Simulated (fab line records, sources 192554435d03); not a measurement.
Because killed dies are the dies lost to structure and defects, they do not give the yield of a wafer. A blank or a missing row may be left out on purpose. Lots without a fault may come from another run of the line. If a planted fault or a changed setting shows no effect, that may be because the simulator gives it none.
Chamber matching | flow n5 finfet | 3 sister chambers for N5_BEOL_M6_CURE_74 on uv cure-01
The step cures SiCOH lowk, time 240 s. 6 wafers are shown with their chamber, then 10 later ones without.

WAFERS, EACH WITH ITS CHAMBER
wafer  | chamber | wafer_temp_C_max | lamp power pct (%)
L078.4 | 1       | 385.9            | 52.31
L078.6 | 1       | 386.1            | 52.32
L088.5 | 0       | 387.3            | 52.43
L088.6 | 0       | 388.1            | 52.33
L089.4 | 2       | 387.1            | 52.36
L089.5 | 2       | 387.4            | 52.28

WAFERS WHOSE CHAMBER IS MISSING
wafer  | wafer_temp_C_max | lamp power pct (%)
L089.6 | 387.2            | 52.29
L092.1 | 387.0            | 52.28
L092.2 | 386.7            | 52.26
L092.6 | 386.2            | 52.36
L093.1 | 386.6            | 52.33
L093.4 | 386.4            | 52.23
L093.5 | 386.1            | 52.30
L095.1 | 386.4            | 52.24
L095.2 | 386.3            | 52.30
L095.4 | 386.8            | 52.34

THE CHAMBER EACH PASSED THROUGH
wafer  | from the rows above          | in truth
L089.6 | can't be placed: 2 or 0      | 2
L092.1 | can't be placed: 2 or 0 or 1 | 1
L092.2 | can't be placed: 2 or 1 or 0 | 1
L092.6 | 1                            | 1
L093.1 | can't be placed: 1 or 2 or 0 | 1
L093.4 | can't be placed: 1 or 2      | 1
L093.5 | 1                            | 1
L095.1 | can't be placed: 1 or 2      | 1
L095.2 | can't be placed: 1 or 2      | 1
L095.4 | can't be placed: 2 or 1 or 0 | 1
2 of 10 placed correctly. Not placeable from these rows: 8 (in 8, the candidates include the true chamber). Wrongly placed: 0.
How it was worked out, from the rows above alone: a wafer's distance from a chamber is the root of the sum, over the readings, of the square of ((its reading less the chamber's mean) divided by the reading's scatter). The wafer belongs to the nearest chamber; if the next one is less than 2 further off, it can't be placed. The mean given for a chamber averages the wafers shown for that chamber. The scatter: take each reading less its chamber's mean, square it, sum over the shown wafers, divide by the number of wafers less the number of chambers, and take the root.
